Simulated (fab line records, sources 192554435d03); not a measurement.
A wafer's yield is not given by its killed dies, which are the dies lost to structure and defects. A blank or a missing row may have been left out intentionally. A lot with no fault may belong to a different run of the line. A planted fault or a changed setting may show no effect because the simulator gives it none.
Chamber matching    flow n5-finfet    N5_BEOL_M0_SAQP_STRIP_86 on rie-diel-03 has 4 sister chambers
The step strips in N2/H2. 18 wafers are shown with their chamber, then 9 later ones without.

## WAFERS WITH THEIR CHAMBER
wafer   chamber  showerhead-plenum-p-Torr (Torr)  throttle-valve-pct (%)  oes-product-au (a.u.)
L075.1  2        3.41                             18.4                    0.87
L075.2  0        3.37                             18.7                    0.77
L075.5  0        3.37                             18.7                    0.76
L076.2  0        3.37                             18.7                    0.77
L076.4  0        3.37                             18.7                    0.77
L076.5  2        3.41                             18.4                    0.88
L077.3  0        3.37                             18.7                    0.77
L077.5  1        3.20                             18.9                    0.74
L077.6  2        3.41                             18.4                    0.87
L078.1  0        3.37                             18.7                    0.77
L078.4  1        3.20                             18.9                    0.74
L078.5  1        3.20                             18.9                    0.74
L082.1  1        3.20                             18.9                    0.73
L082.3  3        3.58                             19.3                    0.97
L082.5  1        3.20                             18.9                    0.74
L083.2  0        3.36                             18.7                    0.75
L083.5  0        3.36                             18.8                    0.75
L083.6  3        3.58                             19.3                    0.97

SIGNATURES (averages over the wafers above)
reading                   chamber 0  chamber 1  chamber 2  chamber 3  scatter within a chamber
showerhead-plenum-p-Torr  3.3675     3.2000     3.4100     3.5800     0.00327
throttle-valve-pct        18.712     18.900     18.400     19.300     0.025
oes-product-au            0.7638     0.7380     0.8733     0.9700     0.00724
Rule: for a wafer and a chamber, the distance is found by dividing, reading by reading, the gap between the wafer's reading and the chamber's mean by the reading's scatter, squaring, summing and taking the root. If the next closest chamber is less than 2 further off than the closest, the wafer can't be placed; otherwise it belongs to the closest. The scatter: take each reading less its chamber's mean, square it, sum over the shown wafers, divide by the number of wafers less the number of chambers, and take the root.

## WAFERS WITHOUT THEIR CHAMBER
wafer   showerhead-plenum-p-Torr (Torr)  throttle-valve-pct (%)  oes-product-au (a.u.)
L086.3  3.58                             19.3                    0.94
L086.4  3.19                             19.0                    0.73
L086.5  3.36                             18.8                    0.77
L088.2  3.19                             19.0                    0.74
L088.3  3.58                             19.3                    0.91
L088.5  3.58                             19.3                    0.94
L089.1  3.57                             19.3                    0.93
L089.2  3.36                             18.8                    0.75
L089.4  3.40                             18.4                    0.82

## EACH ONE'S CHAMBER
wafer   from the rows above  in truth
L086.3  3                    3
L086.4  1                    1
L086.5  0                    0
L088.2  1                    1
L088.3  3                    3
L088.5  3                    3
L089.1  3                    3
L089.2  0                    0
L089.4  2                    2
Correctly placed: 9 of 9. Number that these rows cannot place: 0. Number placed wrongly: 0.
